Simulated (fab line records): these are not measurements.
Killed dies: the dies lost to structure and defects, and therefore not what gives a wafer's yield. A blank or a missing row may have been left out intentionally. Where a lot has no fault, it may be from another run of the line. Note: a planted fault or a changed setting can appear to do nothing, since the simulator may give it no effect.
Split-lot experiment | flow n5-finfet | route with 1938 steps; 7 lots, 21 wafers read

ON THE SPLIT
At N5_BEOL_M13_EXPOSE_07 (exposes mask V12), the setting dose-mj was moved away from the recipe's 24.8 on 5 of the 21 wafers read, by -3.7% to +5.2%. This setting was run at the recipe's value on the other wafers.

FROM THE SPLIT TO THE READING: what the file shows between them, 11 steps
- N5_BEOL_M13_PEB_08: peb time 90 s
- N5_BEOL_M13_DEVELOP_09: develop time 45 s
- N5_BEOL_M13_HARDBAKE_14: time 120 s
- N5_BEOL_M13_CD_MEAS_10: target cd 190 nm
- N5_BEOL_M13_DESCUM_15: chemistry O2, time 7.9 s
- N5_BEOL_M13_ETCH_59: etches BARC in N2/H2, target depth 89 nm, overetch 26.7 nm, time 67.9 s
- N5_BEOL_M13_VIA_ETCH_16: etches SiOC in C4F8/O2/Ar, target depth 921.7 nm
- N5_BEOL_M13_STRIP_63: strips in N2/H2
- N5_BEOL_M13_STRIP_64: strips in N2/H2
- N5_BEOL_M13_STRIP_71: strips in post etch residue remover, time 60 s
- N5_BEOL_M13_SRD_72: time 30 s, dry time 30 s

THE READING
cd-nm at N5_BEOL_M13_CD_MEAS_17, given in nm (cd target 190 nm). Fault-free wafers of this fab line usually give 190.4 nm, standard deviation 1.2 nm.

wafer  | tool, chamber at the split | dose-mj as run | against the recipe | cd-nm, nm | against lot-mates on the recipe
L076.1 | krf-scanner-01, 0          | 24.8           | recipe             | 189.7     | -
L076.3 | krf-scanner-01, 0          | 24.8           | recipe             | 190.5     | -
L076.5 | krf-scanner-01, 0          | 26.08          | +5.2%              | 195.9     | +5.8
L077.1 | krf-scanner-02, 0          | 23.88          | -3.7%              | 187.8     | -3.6
L077.2 | krf-scanner-02, 0          | 23.88          | -3.7%              | 188.1     | -3.3
L077.4 | krf-scanner-02, 0          | 24.8           | recipe             | 191.4     | -
L081.2 | krf-scanner-02, 0          | 24.8           | recipe             | 192.5     | -
L081.3 | krf-scanner-02, 0          | 24.8           | recipe             | 192.1     | -
L081.5 | krf-scanner-02, 0          | 24.8           | recipe             | 192.9     | -
L086.4 | krf-scanner-02, 0          | 24.8           | recipe             | 188.7     | -
L086.5 | krf-scanner-02, 0          | 24.8           | recipe             | 190.7     | -
L086.6 | krf-scanner-02, 0          | 24.8           | recipe             | 191.1     | -
L092.1 | krf-scanner-02, 0          | 24.8           | recipe             | 189.7     | -
L092.3 | krf-scanner-02, 0          | 25.38          | +2.3%              | 191.8     | +2.1
L092.6 | krf-scanner-02, 0          | 25.38          | +2.3%              | 193.4     | +3.7
L094.1 | krf-scanner-01, 0          | 24.8           | recipe             | 188.7     | -
L094.5 | krf-scanner-01, 0          | 24.8           | recipe             | 190.3     | -
L094.6 | krf-scanner-01, 0          | 24.8           | recipe             | 188.5     | -
L096.1 | krf-scanner-02, 0          | 24.8           | recipe             | 189.0     | -
L096.5 | krf-scanner-02, 0          | 24.8           | recipe             | 188.7     | -
L096.6 | krf-scanner-02, 0          | 24.8           | recipe             | 188.8     | -

THE FIT
A straight line over all 21 wafers: cd-nm changes by +0.874 nm for each +1% of dose-mj; r = +0.76; the points scatter about the line by 1.4 nm.
The same after taking each lot's own level away (the mean of its wafers on the recipe; 21 wafers): +1.06 nm for each +1%; r = +0.95; scatter 0.65 nm.
According to that fit, moving dose-mj by its largest amount changes the reading by 5.5 nm.
The span of the lots' own levels, 188.83 to 192.50 nm, comes to 3.1 times the standard deviation stated above.
So the lot-to-lot level blurs the effect unless lot-mates are compared.
Check: for one of the wafers moved furthest among these (+5.2%), held out of the fit, the line's prediction against its lot-mates is +5.37 nm. It came out at +5.8 nm against them.

ADDITIONAL SPLITS CARRIED BY THESE WAFERS
Note: prior to the reading, these wafers also went through further splits. Each is held against what the fit with the lots' levels taken away leaves over:
other split on the same wafers | wafers away from the commonest value | r with cd-nm (lot level and that fit taken away)
N5_BEOL_M8_PECVD_70 temp-c     | 5                                    | -0.02
N5_BEOL_M10_ETCH_62 time-s     | 6                                    | +0.31
N5_BEOL_M10_COAT_64 spin-rpm   | 7                                    | -0.27
N5_BEOL_M11_DESCUM_16 time-s   | 6                                    | +0.10
N5_BEOL_M12_COAT_65 spin-rpm   | 5                                    | +0.02
N5_BEOL_M13_COAT_04 spin-rpm   | 8                                    | +0.08

THE WHOLE CHAIN: every reading that the file lists as answering this split, in the file's order
step                   | what it does     | reading | change (the file's fit)              | r (the file's)
N5_BEOL_M13_CD_MEAS_10 | target cd 190 nm | cd-nm   | +1.12 nm for each +1% of the setting | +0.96
N5_BEOL_M13_CD_MEAS_17 | target cd 190 nm | cd-nm   | +1.08 nm for each +1% of the setting | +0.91

THE FILE'S OWN FIT
cd-nm changes by +1.08 nm for each +1% of dose-mj, r = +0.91.
